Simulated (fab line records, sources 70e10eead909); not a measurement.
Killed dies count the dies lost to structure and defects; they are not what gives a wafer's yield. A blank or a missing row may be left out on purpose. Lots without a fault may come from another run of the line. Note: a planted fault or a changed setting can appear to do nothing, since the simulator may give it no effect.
fab line records    flow nand-harc
record: lots: 7  wafers: 21  last-day: 24
route steps=1159 shown A_ONON_D1@438 A_CHANNEL_HOLE_D1@450 END@1159
lots with no fault: from the same line, run without faults
start-h: hours from the record's opening day to when the first of the lot's shown wafers began    wait-h: hours since the lot's step before    " unchanged from the row above    L1.1+2: one row covering several wafers at once    - no value, or no start given    * or withheld: withheld    < > ~ a bound
route shown NAME@n: a module of which the file shows steps, and the number in the route of the first    usual: the fault-free wafers' mean and standard deviation    same: alike in all rows    chamber/n: place in a boat    sites: the reading at each site    _std_site: the values' standard deviation    _edge_site: inner sites' mean taken away from outer sites' mean    radius-mm: for every site, how far away it sits from the centre of the wafer    mask NAME#n: copy n    behind: tool/chamber where the wafer was last shaped    hold: reason for holding the lot/hours on hold/outcome of the hold    device: the n, p or np transistor that did not switch    end of line: tests of these same wafers at the route's end    a step with no rows: only its recipe    killed: dies lost to structure and defects at the first sort, not the wafer's yield    map: dies across one wafer; x = killed, . = not, _ = none there
set.NAME: the setting as run; set.NAME@STEP: as run at that earlier step    model.NAME: the simulator's own value behind a step, which no gauge read
lots seen at some steps along the route; tables by step, rows by wafer
services: the hour from which a tool's chamber was out of use, counted from the record's first day as start-h (under 0 if before that day), plus the number of hours and why
== steps ==
step: NHARC_A_ONON_D1_DEP_19
recipe: target-thk-a: 10000  n2-flow-sccm: 2750  n2o-flow-sccm: 2000  nh3-flow-sccm: 500  sih4-flow-sccm: 210  temp-c: 400
step: NHARC_A_ONON_D1_THK_MEAS_21
recipe: thk-meas-gauge: ellipsometry
usual: thk-nm: 1000/11
lot.wafer  tool           chamber  start-h  wait-h  thk-nm
L344.3     film-metro-02  -        167.50   -       1013
L344.4     "              -        "        "       1012
L344.5     "              -        "        "       1013
L345.2     film-metro-02  -        175.47   -       987
L345.3     "              -        "        "       988
L345.6     "              -        "        "       987
L346.1     film-metro-01  -        182.41   -       1008
L346.2     "              -        "        "       1005
L346.6     "              -        "        "       1007
L347.3     film-metro-01  -        188.28   -       1031
L347.4     "              -        "        "       1031
L347.6     "              -        "        "       1031
L364.1     film-metro-01  -        287.12   -       1000
L364.2     "              -        "        "       1001
L364.4     "              -        "        "       999
L363.1     film-metro-02  -        287.13   -       990
L363.2     "              -        "        "       992
L363.5     "              -        "        "       992
L366.3     film-metro-02  -        303.95   -       987
L366.4     "              -        "        "       989
L366.5     "              -        "        "       989
step: NHARC_A_ONON_D1_DEP_22
recipe: target-thk-a: 10000  n2-flow-sccm: 2750  n2o-flow-sccm: 2000  nh3-flow-sccm: 500  sih4-flow-sccm: 210  temp-c: 400
step: NHARC_A_ONON_D1_THK_MEAS_24
recipe: thk-meas-gauge: ellipsometry
usual: thk-nm: 1000/8.3
lot.wafer  tool           chamber  start-h  wait-h  thk-nm
L344.3     film-metro-02  -        168.08   -       992
L344.4     "              -        "        "       992
L344.5     "              -        "        "       992
L345.2     film-metro-02  -        176.04   -       999
L345.3     "              -        "        "       1000
L345.6     "              -        "        "       1000
L346.1     film-metro-01  -        182.98   -       1001
L346.2     "              -        "        "       1000
L346.6     "              -        "        "       1000
L347.3     film-metro-01  -        188.85   -       1005
L347.4     "              -        "        "       1004
L347.6     "              -        "        "       1004
L364.1     film-metro-02  -        287.69   -       1009
L364.2     "              -        "        "       1010
L364.4     "              -        "        "       1009
L363.1     film-metro-01  -        287.70   -       998
L363.2     "              -        "        "       998
L363.5     "              -        "        "       1000
L366.3     film-metro-02  -        304.51   -       1013
L366.4     "              -        "        "       1013
L366.5     "              -        "        "       1013
step: NHARC_A_ONON_D1_DEP_25
recipe: target-thk-a: 10000  n2-flow-sccm: 2750  n2o-flow-sccm: 2000  nh3-flow-sccm: 500  sih4-flow-sccm: 210  temp-c: 400
step: NHARC_A_ONON_D1_THK_MEAS_27
recipe: thk-meas-gauge: ellipsometry
usual: thk-nm: 1000/10
lot.wafer  tool           chamber  start-h  wait-h  thk-nm
L344.3     film-metro-01  -        168.65   -       994
L344.4     "              -        "        "       991
L344.5     "              -        "        "       993
L345.2     film-metro-02  -        176.61   -       994
L345.3     "              -        "        "       993
L345.6     "              -        "        "       993
L346.1     film-metro-01  -        183.55   -       1009
L346.2     "              -        "        "       1007
L346.6     "              -        "        "       1006
L347.3     film-metro-02  -        189.41   -       1012
L347.4     "              -        "        "       1012
L347.6     "              -        "        "       1014
L364.1     film-metro-02  -        288.25   -       988
L364.2     "              -        "        "       988
L364.4     "              -        "        "       989
L363.1     film-metro-02  -        288.27   -       1006
L363.2     "              -        "        "       1006
L363.5     "              -        "        "       1005
L366.3     film-metro-02  -        305.08   -       1002
L366.4     "              -        "        "       1002
L366.5     "              -        "        "       1002
step: NHARC_A_ONON_D1_DEP_28
recipe: target-thk-a: 10000  n2-flow-sccm: 2750  n2o-flow-sccm: 2000  nh3-flow-sccm: 500  sih4-flow-sccm: 210  temp-c: 400
step: NHARC_A_ONON_D1_THK_MEAS_30
recipe: thk-meas-gauge: ellipsometry
usual: thk-nm: 999/9.2
lot.wafer  tool           chamber  start-h  wait-h  thk-nm
L344.3     film-metro-02  -        169.21   -       999
L344.4     "              -        "        "       999
L344.5     "              -        "        "       997
L345.2     film-metro-02  -        177.17   -       1001
L345.3     "              -        "        "       1001
L345.6     "              -        "        "       999
L346.1     film-metro-01  -        184.11   -       1002
L346.2     "              -        "        "       1003
L346.6     "              -        "        "       1003
L347.3     film-metro-01  -        189.98   -       988
L347.4     "              -        "        "       986
L347.6     "              -        "        "       988
L364.1     film-metro-02  -        288.81   -       991
L364.2     "              -        "        "       991
L364.4     "              -        "        "       989
L363.1     film-metro-01  -        288.84   -       995
L363.2     "              -        "        "       995
L363.5     "              -        "        "       996
L366.3     film-metro-02  -        305.65   -       1002
L366.4     "              -        "        "       1000
L366.5     "              -        "        "       999
step: NHARC_A_ONON_D1_DEP_33
recipe: target-thk-a: 2000  temp-c: 400  pressure-torr: 6.5  rf-w: 900  teos-flow-sccm: 161.4  flow-sccm: 2650  target-thk-nm: 200  gas: O2  material: SiO2
usual: heater-power-w: 546/79  throttle-valve-pct: 15.8/0.5
lot.wafer  tool      chamber  start-h  wait-h  heater-power-w  throttle-valve-pct
L344.3     pecvd-03  1        169.71   0.5     493             15.0
L344.4     "         2        "        "       606             15.1
L344.5     "         1        "        "       511             15.3
L345.2     pecvd-03  1        177.23   0.1     558             15.3
L345.3     "         2        "        "       559             15.3
L345.6     "         0        "        "       464             16.3
L346.1     pecvd-03  2        184.16   0.1     597             15.5
L346.2     "         0        "        "       437             16.0
L346.6     "         2        "        "       606             15.2
L347.3     pecvd-02  2        190.08   0.1     523             16.4
L347.6     "         2        "        "       538             16.3
L347.4     "         0        "        "       688             15.2
L364.1     pecvd-04  0        288.87   0.1     675             16.4
L364.2     "         2        "        "       625             15.9
L364.4     "         2        "        "       640             15.8
L363.1     pecvd-03  1        288.94   0.1     542             15.4
L363.2     "         2        "        "       508             15.4
L363.5     "         1        "        "       550             15.6
L366.3     pecvd-02  0        305.70   0.1     635             15.3
L366.5     "         0        "        "       630             15.3
L366.4     "         1        "        "       589             15.6
step: NHARC_A_ONON_D1_THK_MEAS_34
recipe: thk-meas-gauge: ellipsometry
usual: thk-nm: 200.5/2.8
lot.wafer  tool           chamber  start-h  wait-h  thk-nm
L344.3     film-metro-02  -        170.04   -       195.1
L344.4     "              -        "        "       201.5
L344.5     "              -        "        "       198.0
L345.2     film-metro-02  -        177.64   -       196.3
L345.3     "              -        "        "       198.6
L345.6     "              -        "        "       202.1
L346.1     film-metro-02  -        184.58   -       198.2
L346.2     "              -        "        "       197.2
L346.6     "              -        "        "       205.1
L347.3     film-metro-02  -        190.45   -       205.4
L347.4     "              -        "        "       206.4
L347.6     "              -        "        "       204.7
L364.1     film-metro-01  -        289.29   -       198.4
L364.2     "              -        "        "       196.5
L364.4     "              -        "        "       199.5
L363.1     film-metro-02  -        289.31   -       199.3
L363.2     "              -        "        "       202.6
L363.5     "              -        "        "       205.0
L366.3     film-metro-02  -        306.12   -       202.3
L366.4     "              -        "        "       201.9
L366.5     "              -        "        "       205.1
step: NHARC_A_ONON_D1_INSPECT_32
usual: raw-defect-count: 86/29
lot.wafer  tool               chamber  start-h  wait-h  raw-defect-count
L344.3     defect-inspect-02  -        170.10   0.0     74
L344.4     "                  -        "        "       48
L344.5     "                  -        "        "       67
L345.2     defect-inspect-01  -        177.70   0.0     54
L345.3     "                  -        "        "       64
L345.6     "                  -        "        "       100
L346.1     defect-inspect-01  -        184.64   0.0     114
L346.2     "                  -        "        "       142
L346.6     "                  -        "        "       103
L347.3     defect-inspect-02  -        190.53   0.0     84
L347.4     "                  -        "        "       48
L347.6     "                  -        "        "       89
L364.1     defect-inspect-01  -        289.35   0.0     62
L364.2     "                  -        "        "       76
L364.4     "                  -        "        "       55
L363.1     defect-inspect-02  -        289.37   0.1     41
L363.2     "                  -        "        "       84
L363.5     "                  -        "        "       60
L366.3     defect-inspect-01  -        306.18   0.0     105
L366.4     "                  -        "        "       116
L366.5     "                  -        "        "       115
step: NHARC_A_CHANNEL_HOLE_D1_DEP_00
recipe: target-thk-a: 31000  temp-c: 400  material: aC
usual: throttle-valve-pct: 34.999/0.009
lot.wafer  tool        chamber  start-h  wait-h  throttle-valve-pct
L344.3     acl-dep-01  0        172.24   2.1     34.989
L344.4     "           0        "        "       34.996
L344.5     "           0        "        "       34.974
L345.2     acl-dep-01  0        182.23   4.5     35.003
L345.3     "           0        "        "       34.998
L345.6     "           0        "        "       35.009
L345.2     acl-dep-01  0        186.06   3.5     34.973
L345.3     "           0        "        "       34.981
L345.6     "           0        "        "       35.003
L346.1     acl-dep-01  0        186.39   1.7     34.982
L346.2     "           0        "        "       35.001
L346.6     "           0        187.96   3.3     35.001
L346.1     acl-dep-01  0        189.52   2.8     34.992
L346.2     "           0        "        "       34.992
L346.6     "           0        191.09   2.8     34.988
L347.3     acl-dep-02  0        191.23   0.7     34.994
L347.4     "           0        "        "       35.008
L347.6     "           0        "        "       35.011
L347.3     acl-dep-02  0        193.34   1.8     34.999
L347.4     "           0        "        "       35.005
L347.6     "           0        "        "       35.007
L364.1     acl-dep-01  0        290.18   0.8     34.995
L364.2     "           0        "        "       34.999
L364.4     "           0        "        "       35.006
L363.1     acl-dep-03  0        290.27   0.9     34.994
L363.2     "           0        "        "       34.997
L363.5     "           0        "        "       34.996
L366.3     acl-dep-03  0        307.61   1.4     35.003
L366.4     "           0        "        "       34.988
L366.5     "           0        "        "       35.015
step: NHARC_A_CHANNEL_HOLE_D1_DEP_01
recipe: target-thk-a: 1400  target-thk-nm: 140  temp-c: 400  pressure-torr: 3.5  flow-sccm: 200  rf-w: 350  material: SiON
usual: heater-power-w: 728/74
lot.wafer  tool      chamber  start-h  wait-h  heater-power-w
L344.3     pecvd-01  1        173.59   1.0     788
L344.5     "         0        "        "       683
L344.4     "         1        "        "       767
L345.3     pecvd-04  0        187.70   1.0     728
L345.2     "         1        "        "       896
L345.6     "         0        "        "       732
L346.2     pecvd-03  1        191.61   1.5     740
L346.1     "         2        "        "       736
L346.6     "         1        "        "       769
L347.3     pecvd-01  1        194.68   1.0     788
L347.6     "         0        "        "       685
L347.4     "         1        "        "       786
L364.1     pecvd-01  0        292.08   1.6     727
L364.2     "         2        "        "       650
L364.4     "         0        "        "       725
L363.1     pecvd-03  0        292.21   1.6     647
L363.2     "         1        "        "       662
L363.5     "         0        "        "       685
L366.3     pecvd-04  2        308.89   1.0     733
L366.5     "         2        "        "       751
L366.4     "         1        "        "       842
step: NHARC_END_SORT_01
recipe: temp-c: 25
usual: killed-at-array: 29/8.4  killed-at-other: 0.7/1.2  killed-at-periphery: 3.8/2.1  killed-dies: 33/9  killed-open: 3.4/2  killed-short: 2.1/1.4
same: gross-dies: 677
lot.wafer  tool       chamber  start-h  wait-h  killed-at-array  killed-at-other  killed-at-periphery  killed-dies  killed-open  killed-short
L346.1     prober-01  0        479.84   2.5     677              0                0                    677          3            2
L346.2     prober-01  0        480.64   2.8     676              0                1                    677          2            4
L346.6     prober-01  0        483.86   4.0     674              0                3                    677          5            1
L347.3     prober-02  0        481.54   3.1     673              0                4                    677          3            2
L347.4     prober-02  0        482.34   3.4     675              0                2                    677          1            2
L347.6     prober-02  0        483.93   4.0     672              0                5                    677          2            4
L345.2     prober-02  0        488.53   2.8     672              0                5                    677          4            1
L345.3     prober-02  0        489.32   3.1     666              1                10                   677          9            3
L345.6     prober-02  0        491.68   3.9     671              1                5                    677          2            2
killed by level:class
L346.1 A_CHANNEL_HOLE_D1:area-dep=644 A_CHANNEL_HOLE_D1:chamber-film-flake=15 A_SLIT:chamber-film-flake=8 A_CONTACT:chamber-film-flake=3 A_STAIRCASE:chamber-film-flake=2 A_ONON_D1:geometric-particle:short=1 A_ONON_D1:geometric-particle:open=1 A_CHANNEL_HOLE_D1:geometric-particle:open=1
L346.2 A_CHANNEL_HOLE_D1:area-dep=632 A_CHANNEL_HOLE_D1:chamber-film-flake=15 A_SLIT:chamber-film-flake=12 A_SGD_CUT:chamber-film-flake=4 A_STAIRCASE:chamber-film-flake=3 A_CONTACT:chamber-film-flake=3 A_CHANNEL_HOLE_D1:geometric-particle:short=2 A_SOURCE_PLATE:geometric-particle:short=1
L347.3 A_CHANNEL_HOLE_D1:area-dep=637 A_SLIT:chamber-film-flake=14 A_CHANNEL_HOLE_D1:chamber-film-flake=5 A_CONTACT:chamber-film-flake=5 A_STAIRCASE:chamber-film-flake=3 A_WL_FILL:chamber-film-flake=3 P_BONDPAD:chamber-film-flake=2 A_ONON_D1:geometric-particle:short=1
L347.4 A_CHANNEL_HOLE_D1:area-dep=646 A_SLIT:chamber-film-flake=15 A_CONTACT:chamber-film-flake=5 A_WL_FILL:chamber-film-flake=4 P_GATE:geometric-particle:short=1 A_CHANNEL_HOLE_D1:geometric-particle:open=1 A_CHANNEL_HOLE_D1:geometric-particle:short=1 P_ZERO_WELL:chamber-film-flake=1
L346.6 A_CHANNEL_HOLE_D1:area-dep=638 A_CHANNEL_HOLE_D1:chamber-film-flake=14 A_SLIT:chamber-film-flake=7 A_CONTACT:chamber-film-flake=7 A_CONTACT:geometric-particle:open=2 A_CHANNEL_FILL_D1:geometric-particle:open=1 A_WL_FILL:geometric-particle:open=1 P_BONDPAD:chamber-film-flake=1
L347.6 A_CHANNEL_HOLE_D1:area-dep=639 A_SLIT:chamber-film-flake=14 A_CONTACT:chamber-film-flake=10 P_BONDPAD:chamber-film-flake=4 A_CHANNEL_FILL_D1:geometric-particle:short=2 A_STAIRCASE:chamber-film-flake=2 A_WL_FILL:chamber-film-flake=2 P_CONTACT:geometric-particle:open=1
L345.2 A_CHANNEL_HOLE_D1:area-dep=645 A_CHANNEL_HOLE_D1:chamber-film-flake=13 A_SLIT:chamber-film-flake=3 A_CONTACT:chamber-film-flake=3 P_BONDPAD:chamber-film-flake=2 A_STAIRCASE:chamber-film-flake=2 A_M0:chamber-film-flake=2 P_ZERO_WELL:geometric-particle:short=1
L345.3 A_CHANNEL_HOLE_D1:area-dep=631 A_CHANNEL_HOLE_D1:chamber-film-flake=10 A_STAIRCASE:chamber-film-flake=8 A_CONTACT:chamber-film-flake=5 P_STI:chamber-film-flake=4 P_GATE:geometric-particle:open=2 A_CHANNEL_FILL_D1:geometric-particle:short=2 A_SGD_CUT:geometric-particle:open=2
L345.6 A_CHANNEL_HOLE_D1:area-dep=644 A_CHANNEL_HOLE_D1:chamber-film-flake=13 A_CONTACT:chamber-film-flake=5 A_M0:chamber-film-flake=3 P_ZERO_WELL:chamber-film-flake=2 A_STAIRCASE:chamber-film-flake=2 P_CONTACT:geometric-particle:short=1 A_CHANNEL_FILL_D1:geometric-particle:open=1
map L345.2 (x killed, . not)
____________x____________
_________xxxxxxx_________
_______xxxxxxxxxxx_______
______xxxxxxxxxxxxx______
_____xxxxxxxxxxxxxxx_____
____xxxxxxxxxxxxxxxxx____
____xxxxxxxxxxxxxxxxx____
___xxxxxxxxxxxxxxxxxxx___
___xxxxxxxxxxxxxxxxxxx___
__xxxxxxxxxxxxxxxxxxxxx__
__xxxxxxxxxxxxxxxxxxxxx__
_xxxxxxxxxxxxxxxxxxxxxxx_
_xxxxxxxxxxxxxxxxxxxxxxx_
_xxxxxxxxxxxxxxxxxxxxxxx_
_xxxxxxxxxxxxxxxxxxxxxxx_
_xxxxxxxxxxxxxxxxxxxxxxx_
xxxxxxxxxxxxxxxxxxxxxxxxx
xxxxxxxxxxxxxxxxxxxxxxxxx
xxxxxxxxxxxxxxxxxxxxxxxxx
xxxxxxxxxxxxxxxxxxxxxxxxx
xxxxxxxxxxxxxxxxxxxxxxxxx
_xxxxxxxxxxxxxxxxxxxxxxx_
_xxxxxxxxxxxxxxxxxxxxxxx_
_xxxxxxxxxxxxxxxxxxxxxxx_
_xxxxxxxxxxxxxxxxxxxxxxx_
_xxxxxxxxxxxxxxxxxxxxxxx_
__xxxxxxxxxxxxxxxxxxxxx__
__xxxxxxxxxxxxxxxxxxxxx__
___xxxxxxxxxxxxxxxxxxx___
___xxxxxxxxxxxxxxxxxxx___
____xxxxxxxxxxxxxxxxx____
____xxxxxxxxxxxxxxxxx____
_____xxxxxxxxxxxxxxx_____
______xxxxxxxxxxxxx______
_______xxxxxxxxxxx_______
_________xxxxxxx_________
____________x____________
map L346.1 (x killed, . not)
____________x____________
_________xxxxxxx_________
_______xxxxxxxxxxx_______
______xxxxxxxxxxxxx______
_____xxxxxxxxxxxxxxx_____
____xxxxxxxxxxxxxxxxx____
____xxxxxxxxxxxxxxxxx____
___xxxxxxxxxxxxxxxxxxx___
___xxxxxxxxxxxxxxxxxxx___
__xxxxxxxxxxxxxxxxxxxxx__
__xxxxxxxxxxxxxxxxxxxxx__
_xxxxxxxxxxxxxxxxxxxxxxx_
_xxxxxxxxxxxxxxxxxxxxxxx_
_xxxxxxxxxxxxxxxxxxxxxxx_
_xxxxxxxxxxxxxxxxxxxxxxx_
_xxxxxxxxxxxxxxxxxxxxxxx_
xxxxxxxxxxxxxxxxxxxxxxxxx
xxxxxxxxxxxxxxxxxxxxxxxxx
xxxxxxxxxxxxxxxxxxxxxxxxx
xxxxxxxxxxxxxxxxxxxxxxxxx
xxxxxxxxxxxxxxxxxxxxxxxxx
_xxxxxxxxxxxxxxxxxxxxxxx_
_xxxxxxxxxxxxxxxxxxxxxxx_
_xxxxxxxxxxxxxxxxxxxxxxx_
_xxxxxxxxxxxxxxxxxxxxxxx_
_xxxxxxxxxxxxxxxxxxxxxxx_
__xxxxxxxxxxxxxxxxxxxxx__
__xxxxxxxxxxxxxxxxxxxxx__
___xxxxxxxxxxxxxxxxxxx___
___xxxxxxxxxxxxxxxxxxx___
____xxxxxxxxxxxxxxxxx____
____xxxxxxxxxxxxxxxxx____
_____xxxxxxxxxxxxxxx_____
______xxxxxxxxxxxxx______
_______xxxxxxxxxxx_______
_________xxxxxxx_________
____________x____________
== services ==
tool        chamber  start-h  hours  kind
pecvd-02    -        153.43   13.0   pm
pecvd-04    0        158.15   4.9    repair
acl-dep-02  -        170.28   13.0   pm
pecvd-04    -        195.09   13.0   pm
pecvd-04    0        195.09   13.0   vent-cycle
pecvd-04    1        195.09   13.0   vent-cycle
pecvd-04    2        195.09   13.0   vent-cycle
pecvd-04    0        208.09   -      clean
pecvd-04    1        208.09   -      clean
pecvd-04    2        208.09   -      clean
acl-dep-03  -        224.38   13.0   pm
pecvd-01    -        237.19   13.0   pm
pecvd-01    0        237.19   13.0   vent-cycle
pecvd-01    1        237.19   13.0   vent-cycle
pecvd-02    0        279.08   2.8    repair
pecvd-02    2        279.40   2.9    repair
pecvd-03    -        292.36   13.0   pm
pecvd-03    0        292.36   13.0   vent-cycle
pecvd-03    1        292.36   13.0   vent-cycle
pecvd-03    2        292.36   13.0   vent-cycle
acl-dep-01  -        295.86   13.0   pm
pecvd-03    0        305.36   -      clean
pecvd-03    1        305.36   -      clean
pecvd-03    2        305.36   -      clean
== key ==
first-sign: step: NHARC_A_CHANNEL_HOLE_D1_DEP_00  reading: visit  direction: added
effect: step: NHARC_END_SORT_01  reading: killed-at-array  direction: up  sigmas: 76  usual: 29  struck: 673
more-kills-born-at: NHARC_A_CHANNEL_HOLE_D1_DEP_00@acl-dep-01: 3834  NHARC_A_CHANNEL_HOLE_D1_DEP_00@acl-dep-02: 1923
met-at NHARC_A_CHANNEL_HOLE_D1_DEP_00
struck-wafers L345.2,L345.3,L345.6,L346.1,L346.2,L346.6,L347.3,L347.4,L347.6
later-rows-left-out L345.2,L345.3,L345.6,L346.1,L346.2,L346.6,L347.3,L347.4,L347.6
tester-left-out L345,L346,L347
fault: kind: repeated-step-whole  tool: acl-dep-01,acl-dep-02,acl-dep-03  chamber: -  onset-h: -  steps: NHARC_A_CHANNEL_HOLE_D1_DEP_00  times: 1  scope: struck-lots-only
tester-left-out: of these lots the tester's yield and bins aren't shown, on N5 and GAA mostly nor the transistor test; their killed dies are dies lost to structure and defects alone, not to doping, threshold or leakage, so they don't give the yield
later-rows-left-out: the simulator's readings of these wafers behind a module that went badly wrong aren't trusted and aren't shown, but for the sort
